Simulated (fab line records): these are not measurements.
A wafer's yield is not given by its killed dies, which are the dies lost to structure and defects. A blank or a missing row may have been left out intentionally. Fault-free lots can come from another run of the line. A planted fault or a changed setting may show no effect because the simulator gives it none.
fab line records | flow n5-finfet
[record] lots = 4 wafers = 12 last-day = 19
route steps=1938 shown FIN_SAQP@134 FIN_CUT@154 STI_FIN_REVEAL@196 BEOL_M4@1111 PASSIVATION@1936
lots untouched by any fault: they come from a run of this same line in which no faults occurred
start-h: the number of hours between the record's first day and the start of the first shown wafer of the lot | wait-h: hours from the lot's prior step to this one | " same as the row above | L1.1+2: a single row standing in for several wafers | - either no value or no given start | * or withheld: withheld | < > ~ a bound
route shown NAME@n: names a module that has steps shown in the file, with the first one's number in the route | usual: mean and standard deviation over wafers with no fault | same: alike in all rows | chamber/n: place in a boat | sites: the reading at each site | _std_site: the values' standard deviation | _edge_site: inner sites' mean taken away from outer sites' mean | radius-mm: how far each site lies from the wafer's centre | mask NAME#n: copy n | behind: the last tool/chamber to shape the wafer | hold: what put the lot on hold/how long, in hours/how the hold closed | device: the n, p or np transistor that did not switch | end of line: the same wafers' tests at the end of the route | a step without rows: its recipe alone | killed: at the first sort, the dies lost to defects and structure; wafer yield is something else | map: the dies of a wafer, with x for killed, . for not killed, _ for no die there
set.NAME: the setting as run; set.NAME@STEP: as run at that earlier step | model.NAME: the simulator's own value behind a step, which no gauge read
lots at some steps of the route; a table a step, a row a wafer
services: the hour from which a tool's chamber was out of use, counted from the record's first day as start-h (under 0 if before that day), plus the number of hours and why
[[steps]]
[step N5_FIN_SAQP_ETCH_69]
[recipe] chemistry = N2/H2 target = SOC target-depth-a = 1500 stop-on = SiNx ion-energy-ev = 100 bias-w = 61 pressure-mtorr = 30 source-w = 850 n2-flow-sccm = 200 h2-flow-sccm = 200
[step N5_FIN_SAQP_ETCH_67]
[recipe] chemistry = CH3F/O2 target = SiNx target-depth-a = 300 mask-material = SOC pressure-mtorr = 30 source-w = 395 bias-w = 73 Ar_flow_sccm = 150 CH3F_flow_sccm = 30 O2_flow_sccm = 20 ion-energy-ev = 120
[step N5_FIN_SAQP_STRIP_70]
[recipe] chemistry = N2/H2 power-w = 500 temp-c = 40 pressure-mtorr = 50 rf-frequency-hz = 6e+07 overash-fraction = 0.3 bias-power-w = 28 h2-frac = 0.5 n2-flow-sccm = 300 h2-flow-sccm = 300
[step N5_FIN_SAQP_RECESS_71]
[recipe] chemistry = HF/NH3 target = SiO2 target-depth-a = 30 afs-cycles = 1 temp-c = 30 sublimation-temp-c = 180 sublimation-time-s = 60
[step N5_FIN_SAQP_SPACER2_ALD_28]
[recipe] material = SiO2 target-thk-a = 81 temp-c = 300 ald-precursor-family = BDEAS ald-co-reactant = O2-plasma pulse-time-s = 1 purge-time-s = 2 co-reactant-purge-time-s = 2 pressure-torr = 2
[step N5_FIN_SAQP_SPACER2_ETCHBACK_29]
[recipe] chemistry = CHF3/O2 mode = anisotropic-etchback target = SiO2 target-depth-a = 122 time-s = 6.1 pressure-mtorr = 30 source-w = 650 bias-w = 170 Ar_flow_sccm = 200 CHF3_flow_sccm = 50 O2_flow_sccm = 5 ion-energy-ev = 200
[step N5_FIN_SAQP_MANDREL2_REMOVE_60]
[recipe] chemistry = HBr/Cl2/O2 bt-time-s = 10 target = a-Si stop-on = SiNx endpoint = OES-SiCl over-etch-frac = 1 icp-w = 600 bias-w = 22 HBr_flow_sccm = 150 Cl2_flow_sccm = 80 O2_flow_sccm = 5 pressure-mtorr = 10
[step N5_FIN_SAQP_HM_OPEN_33]
[recipe] chemistry = CH3F/O2 target = SiNx mask-material = SiO2 target-depth-a = 494 time-s = 70.6 pressure-mtorr = 30 source-w = 395 bias-w = 73 Ar_flow_sccm = 150 CH3F_flow_sccm = 30 O2_flow_sccm = 20 ion-energy-ev = 120 ends = cleared
[step N5_FIN_SAQP_ETCH_34]
[recipe] chemistry = C4F6/O2 target = SiO2 target-depth-a = 450 time-s = 15 ion-energy-ev = 250 pressure-mtorr = 30 source-w = 345 bias-w = 185 Ar_flow_sccm = 300 C4F6_flow_sccm = 10 O2_flow_sccm = 10 ends = cleared
[step N5_FIN_SAQP_STRIP_77]
[recipe] chemistry = N2/H2 time-s = 90 power-w = 100 temp-c = 40 pressure-mtorr = 100 rf-frequency-hz = 6e+07 bias-power-w = 3 n2-flow-sccm = 300 h2-flow-sccm = 300
[step N5_FIN_SAQP_ETCH_64]
[recipe] chemistry = CF4 target = SiO2 target-depth-a = 15 ion-energy-ev = 350 pressure-mtorr = 10 icp-w = 800 bias-w = 400 cf4-flow-sccm = 80
[usual] bias-w = 400.0/1.1 drypump-motor-current-A = 5.8/0.37 oes-product-au = 0.999/0.024 throttle-valve-pct = 21.74/0.25
// columns lot.wafer tool chamber start-h wait-h bias-w drypump-motor-current-A oes-product-au rf-hours-counter-h throttle-valve-pct model.SiNx_of_FIN_SAQP_HM_DEP_03.thk-nm model.etch.depth-nm
L611.1 rie-si-01 2 32.86 0.0 399.2 5.6 0.993 87 21.83 32.2 1.474
L611.3 " 0 " " 399.6 6.2 1.012 182 21.94 32 1.495
L611.5 " 1 " " 400.2 6.3 0.981 - 21.63 33 1.507
L625.1 rie-si-01 2 116.39 0.0 399.2 5.5 1.364 88 21.94 31 2.36
L625.4 " 3 " " 399.6 5.5 0.958 56 21.21 33.8 1.446
L625.5 " 3 " " 400.4 5.5 0.969 - 21.24 33.8 1.457
L626.1 rie-si-01 2 124.64 0.0 398.2 5.5 1.367 89 21.96 30.8 2.36
L626.2 " 3 " " 398.6 5.5 0.961 56 21.23 32 1.46
L626.6 " 0 " " 400.8 6.3 1.019 - 21.94 32.8 1.509
L630.3 rie-si-04 3 145.49 0.0 399.7 5.6 1.033 132 22.16 32.4 1.543
L630.4 " 0 " " 400.1 5.7 0.994 41 21.60 32.2 1.452
L630.6 " 0 " " 400.8 5.7 0.995 - 21.61 32.8 1.451
[step N5_FIN_SAQP_FIN_ETCH_36]
[recipe] chemistry = HBr/Cl2/O2 target-depth-a = 1200 mask-material = SiNx time-s = 50.4 bias-w = 102 pressure-mtorr = 10 icp-w = 800 HBr_flow_sccm = 150 Cl2_flow_sccm = 80 O2_flow_sccm = 12
[step N5_FIN_SAQP_PRECLEAN_38]
[recipe] chemistry = O3/DIW time-s = 45 temp-c = 22 o3-ppm = 10
[step N5_FIN_SAQP_PRECLEAN_45]
[recipe] chemistry = dHF time-s = 10 dilution = 500:1 temp-c = 25
[step N5_FIN_SAQP_SRD_39]
[recipe] dry = ipa-marangoni time-s = 30 temp-c = 23 rinse-liquid = diw
[step N5_FIN_CUT_COAT_18]
[recipe] resist = SOC temp-c = 250 time-s = 60 spin-rpm = 1500 resist-thk-nm = 230
[step N5_FIN_CUT_COAT_19]
[recipe] resist = SiARC temp-c = 220 time-s = 60 spin-rpm = 1500 resist-thk-nm = 20
[step N5_FIN_CUT_COAT_29]
[recipe] resist = underlayer temp-c = 205 time-s = 60 spin-rpm = 1500 resist-thk-nm = 10
[step N5_FIN_CUT_COAT_02]
[recipe] resist = CAR-EUV spin-rpm = 1500 resist-thk-nm = 30
[step N5_FIN_CUT_EBR_04]
[recipe] solvent = PGMEA ebr-width-mm = 1.5
[step N5_FIN_CUT_SOFTBAKE_03]
[recipe] temp-c = 110 time-s = 60 resist = CAR-EUV
[step N5_FIN_CUT_EXPOSE_05]
[recipe] mask-id = FIN_CUT na = 0.33 source-shape = annular sigma-inner = 0.35 sigma-outer = 0.8 polarization = unpolarized dose-mj = 45.75
[step N5_FIN_CUT_PEB_06]
[recipe] peb-temp-c = 100 peb-time-s = 60 resist = CAR-EUV
[step N5_FIN_CUT_DEVELOP_07]
[recipe] develop-time-s = 30 developer = TMAH resist = CAR-EUV rinse-liquid = surfactant-rinse dry = air-spin dev-temp-c = 23
[step N5_FIN_CUT_DESCUM_13]
[recipe] chemistry = O2 time-s = 7 source-power-w = 50 bias-power-w = 20 pressure-mtorr = 20 rf-frequency-hz = 2.712e+07 temp-c = 40 resist = CAR-EUV o2-flow-sccm = 225
[step N5_FIN_CUT_ETCH_30]
[recipe] chemistry = N2/H2 target = underlayer target-depth-a = 130 mask-material = CAR-EUV time-s = 10.4 ion-energy-ev = 200 pressure-mtorr = 30 source-w = 840 bias-w = 150 n2-flow-sccm = 200 h2-flow-sccm = 200 ends = cleared
[step N5_FIN_CUT_ETCH_20]
[recipe] chemistry = CF4 target = SiARC target-depth-a = 260 mask-material = CAR-EUV time-s = 43.3 ion-energy-ev = 80 pressure-mtorr = 40 source-w = 545 bias-w = 36 Ar_flow_sccm = 100 cf4-flow-sccm = 100 ends = cleared
[step N5_FIN_CUT_ETCH_21]
[recipe] chemistry = N2/H2 target = SOC target-depth-a = 2190 overetch-a = 438 mask-material = SiARC temp-c = 40 ion-energy-ev = 100 bias-w = 61 time-s = 523.5 pressure-mtorr = 30 source-w = 850 n2-flow-sccm = 200 h2-flow-sccm = 200
[step N5_FIN_CUT_STRIP_23]
[recipe] chemistry = N2/H2 temp-c = 40 n2-flow-sccm = 200 h2-flow-sccm = 200 rf-frequency-hz = 6e+07
[step N5_FIN_CUT_STRIP_31]
[recipe] chemistry = N2/H2 temp-c = 40 n2-flow-sccm = 200 h2-flow-sccm = 200 rf-frequency-hz = 6e+07
[step N5_FIN_CUT_STRIP_24]
[recipe] chemistry = CF4 resist = SiARC power-w = 300 bias-power-w = 75 pressure-mtorr = 50 cf4-flow-sccm = 150 rf-frequency-hz = 6e+07
[step N5_FIN_CUT_CUT_ETCH_26]
[recipe] chemistry = CH3F/O2 target = SiNx target-depth-a = 390 mask-material = SOC time-s = 55.7 pressure-mtorr = 30 source-w = 395 bias-w = 73 Ar_flow_sccm = 150 CH3F_flow_sccm = 30 O2_flow_sccm = 20 ion-energy-ev = 120
[step N5_FIN_CUT_CUT_ETCH_27]
[recipe] chemistry = CHF3/O2 target = SiO2 target-depth-a = 40 mask-material = SOC overetch-a = 20 time-s = 4.9 pressure-mtorr = 30 source-w = 650 bias-w = 170 Ar_flow_sccm = 200 CHF3_flow_sccm = 50 O2_flow_sccm = 5 ion-energy-ev = 200
[step N5_FIN_CUT_PRECLEAN_35]
[recipe] time-s = 13.3 temp-c = 45 pressure-torr = 125 p-hf-torr = 3 p-coreactant-torr = 25 chemistry = vHF
[step N5_STI_FIN_REVEAL_RECESS_09]
[recipe] chemistry = HF/NH3 target = SiO2 afs-cycles = 11 target-depth-a = 425 temp-c = 30 sublimation-temp-c = 180 sublimation-time-s = 60
[usual] drypump-motor-current-A = 6.22/0.24 temp-c = 29.97/0.11
// columns lot.wafer tool chamber start-h wait-h drypump-motor-current-A temp-c model.SiNx_of_FIN_SAQP_HM_DEP_03.thk-nm
L611.1 vapor-etch-02 0 40.55 0.0 6.17 30.28 17.4
L611.3 " 0 " " 6.14 30.14 17.6
L611.5 " 1 " " 6.16 29.91 18.2
L625.1 vapor-etch-02 1 124.26 0.0 6.18 29.73 16.4
L625.4 " 1 " " 6.18 29.88 19.4
L625.5 " 1 " " 6.19 29.86 19.4
L626.1 vapor-etch-02 0 132.51 0.0 6.16 29.74 16.2
L626.2 " 1 " " 6.20 30.00 17.8
L626.6 " 1 133.57 1.1 6.18 30.10 18.4
L630.3 vapor-etch-01 1 154.62 0.6 6.61 29.93 17.8
L630.4 " 0 " " 5.94 29.98 18.2
L630.6 " 1 " " 6.60 29.88 19
[step N5_BEOL_M4_RC_MEAS_101]
[usual] DIBL_N = 35.8/1.7 DIBL_P = 35.3/2 IOFF_N = 0.150/0.026 IOFF_P = 0.194/0.029 ION_N = 667/11 ION_P = 456/7.1 SS_N = 71.4/0.65 SS_P = 73.1/0.64 VT_N = 251/3 VT_P = -252/3.2
// columns lot.wafer tool chamber start-h wait-h DIBL_N[mV/V] DIBL_P[mV/V] IOFF_N[nA/um] IOFF_P[nA/um] ION_N[uA/um] ION_P[uA/um] SS_N[mV/dec] SS_P[mV/dec] VT_N[mV] VT_P[mV]
L611.1 prober-01 0 242.34 0.0 36.9 37.8 0.179 0.212 673 457 71.9 73.9 245 -250
L611.3 " 0 " " 34.6 34.3 0.137 0.184 660 452 70.8 72.6 251 -254
L611.5 " 0 " " 37.1 36.9 0.160 0.201 660 451 71.5 73.7 248 -252
L626.1 prober-01 0 313.28 0.0 35.0 32.9 0.134 0.171 640 443 71.9 72.7 253 -253
L626.2 " 0 " " 34.7 33.3 0.125 0.173 661 454 71.2 72.7 252 -252
L626.6 " 0 " " 37.3 36.8 0.166 0.228 649 450 71.8 73.7 248 -249
L625.1 prober-02 0 313.71 0.0 33.2 33.8 0.114 0.172 662 461 70.8 72.8 255 -252
L625.4 " 0 " " 35.8 37.1 0.152 0.223 675 469 70.9 73.5 248 -249
L625.5 " 0 " " 38.3 38.8 0.194 0.245 684 465 71.8 74.2 247 -246
L630.3 prober-01 0 339.03 0.3 36.4 35.4 0.173 0.183 660 446 72.2 73.2 248 -255
L630.4 " 0 " " 35.1 34.1 0.147 0.167 669 450 71.7 72.8 251 -254
L630.6 " 0 " " 33.0 31.0 0.116 0.135 646 443 71.0 71.7 253 -257
[step N5_PASSIVATION_PROBE_49]
[usual] defect-limited-yield = 91.5/1.4 killed_at_M0_to_M3 = 34/11 killed_at_M4_up = 15/6 killed-at-contacts = 11/5.9 killed-at-front-end = 37/11 killed-at-other = 3.6/2.9 killed-dies = 101/17 killed-open = 66/12 killed-short = 33/7.8 sort_bin_5_function = 5.0/0.97 sort_bin_6_memory = 3.2/0.65 sort_bin_8_speed = 0.02/0.2 sort-n-pass = 1079/17 sort-yield-pct = 91.4/1.4
[same] gross-dies = 1180 killed-at-back-side = 0 sort_bin_4_leakage[%] = 0
// columns lot.wafer tool chamber start-h wait-h defect-limited-yield[%] killed_at_M0_to_M3 killed_at_M4_up killed-at-contacts killed-at-front-end killed-at-other killed-dies killed-open killed-short sort_bin_5_function[%] sort_bin_6_memory[%] sort_bin_8_speed[%] sort-n-pass sort-yield-pct[%]
L611.1 prober-02 - 341.06 0.0 94.0 27 15 5 22 2 71 51 20 3.5 2.4 0 1109 94.0
L611.3 prober-02 - 341.16 0.1 90.8 33 14 11 50 0 108 63 45 5.3 3.3 0 1072 90.8
L611.5 prober-02 - 341.26 0.2 92.5 29 16 9 31 3 88 66 19 4.2 3.1 0 1092 92.5
L626.1 prober-01 - 418.44 0.0 91.5 38 17 10 31 4 100 74 25 5.1 3.0 0.17 1078 91.4
L626.2 prober-01 - 418.49 0.1 89.1 33 15 27 44 10 129 83 44 6.9 3.6 0 1051 89.1
L626.6 prober-01 - 418.69 0.3 90.7 31 23 12 33 11 110 74 33 6.2 3.1 0 1070 90.7
L625.1 prober-01 - 423.65 0.0 94.7 15 6 6 34 1 62 37 24 3.1 1.9 0 1118 94.7
L625.4 prober-01 - 423.80 0.2 92.5 18 13 10 43 5 89 57 30 5.3 2.0 0 1091 92.5
L625.5 prober-01 - 423.85 0.2 92.5 21 17 5 45 0 88 61 26 4.9 2.4 0 1092 92.5
// killed by level:class
L611.1 BEOL_M3:geometric-particle:open=7 BEOL_M4:geometric-particle:open=6 BEOL_M1:geometric-particle:open=5 FIN_SAQP:geometric-particle:open=4 BEOL_M2:geometric-particle:open=4 BEOL_M0_SAQP:geometric-particle:open=4 BEOL_M0_SAQP:geometric-particle:short=4 BEOL_M5:geometric-particle:open=4
L611.3 STI_FIN_REVEAL:geometric-particle:open=11 MOL_CONTACT_COAG:geometric-particle:open=9 BEOL_M1:geometric-particle:short=9 FIN_SAQP:geometric-particle:open=7 BEOL_M4:geometric-particle:open=7 FIN_SAQP:geometric-particle:short=6 GATE_CUT:geometric-particle:short=6 DUMMY_GATE:geometric-particle:open=5
L611.5 BEOL_M2:geometric-particle:open=13 BEOL_M4:geometric-particle:open=10 STI_FIN_REVEAL:geometric-particle:open=9 BEOL_M1:geometric-particle:open=7 DUMMY_GATE:geometric-particle:open=6 FIN_SAQP:geometric-particle:short=4 MOL_CONTACT_COAG:geometric-particle:open=4 BEOL_M3:geometric-particle:open=3
L626.1 STI_FIN_REVEAL:geometric-particle:open=17 BEOL_M1:geometric-particle:open=11 MOL_CONTACT_COAG:geometric-particle:open=10 BEOL_M4:geometric-particle:open=9 BEOL_M0_SAQP:geometric-particle:open=6 BEOL_M0_SAQP:geometric-particle:short=6 BEOL_M3:geometric-particle:open=6 BEOL_M0:geometric-particle:short=4
L626.2 MOL_CONTACT_COAG:geometric-particle:open=21 STI_FIN_REVEAL:geometric-particle:open=16 FIN_SAQP:geometric-particle:short=10 BEOL_M1:geometric-particle:open=8 BEOL_M2:geometric-particle:open=7 MOL_CONTACT_COAG:geometric-particle:short=6 BEOL_M4:geometric-particle:open=6 BEOL_M0_SAQP:geometric-particle:open=5
L626.6 STI_FIN_REVEAL:geometric-particle:open=16 MOL_CONTACT_COAG:geometric-particle:open=12 BEOL_M0_SAQP:geometric-particle:open=8 BEOL_M4:geometric-particle:open=6 GATE_CUT:geometric-particle:short=5 BEOL_M0:geometric-particle:open=5 STI_FIN_REVEAL:geometric-particle:short=4 BEOL_M0_SAQP:geometric-particle:short=3
L625.1 STI_FIN_REVEAL:geometric-particle:open=8 GATE_CUT:geometric-particle:short=6 MOL_CONTACT_COAG:geometric-particle:open=6 BEOL_M2:geometric-particle:open=5 FIN_SAQP:geometric-particle:short=4 FIN_SAQP:geometric-particle:open=4 BEOL_M0_SAQP:geometric-particle:short=4 ILD0:geometric-particle:short=3
L625.4 STI_FIN_REVEAL:geometric-particle:open=15 BEOL_M4:geometric-particle:open=10 FIN_SAQP:geometric-particle:short=7 MOL_CONTACT_COAG:geometric-particle:open=7 BEOL_M3:geometric-particle:open=6 DUMMY_GATE:geometric-particle:open=4 BEOL_M0_SAQP:geometric-particle:short=4 BEOL_M1:geometric-particle:open=4
L625.5 STI_FIN_REVEAL:geometric-particle:open=16 BEOL_M4:geometric-particle:open=8 FIN_SAQP:geometric-particle:short=7 BEOL_M0_SAQP:geometric-particle:open=6 BEOL_M2:geometric-particle:open=6 DUMMY_GATE:geometric-particle:open=5 BEOL_M0_SAQP:geometric-particle:short=5 FIN_SAQP:geometric-particle:open=4
[[services]]
// columns tool chamber start-h hours kind
rie-si-04 0 136.64 1.9 repair
[[key]]
[first-sign] step = N5_FIN_SAQP_ETCH_64 reading = oes-product-au direction = up sigmas = 15 usual = 0.999 struck = 1.365
effect none on later readings
[model-effect] step = N5_FIN_SAQP_ETCH_64 value = SiNx_of_FIN_SAQP_HM_DEP_03.thk-nm without = 32 struck = 30.9
[model-effect] step = N5_STI_FIN_REVEAL_RECESS_09 value = SiNx_of_FIN_SAQP_HM_DEP_03.thk-nm without = 17.4 struck = 16.3
met-at N5_FIN_SAQP_ETCH_64
struck-wafers L625.1,L626.1
onset-between 32.86 116.39
[fault] kind = process-parameter-drift tool = rie-si-01 chamber = - onset-h = 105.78 steps = N5_FIN_SAQP_ETCH_64 channel = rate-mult offset = 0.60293 shape = step end-h = 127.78 scope = struck-wafers-only
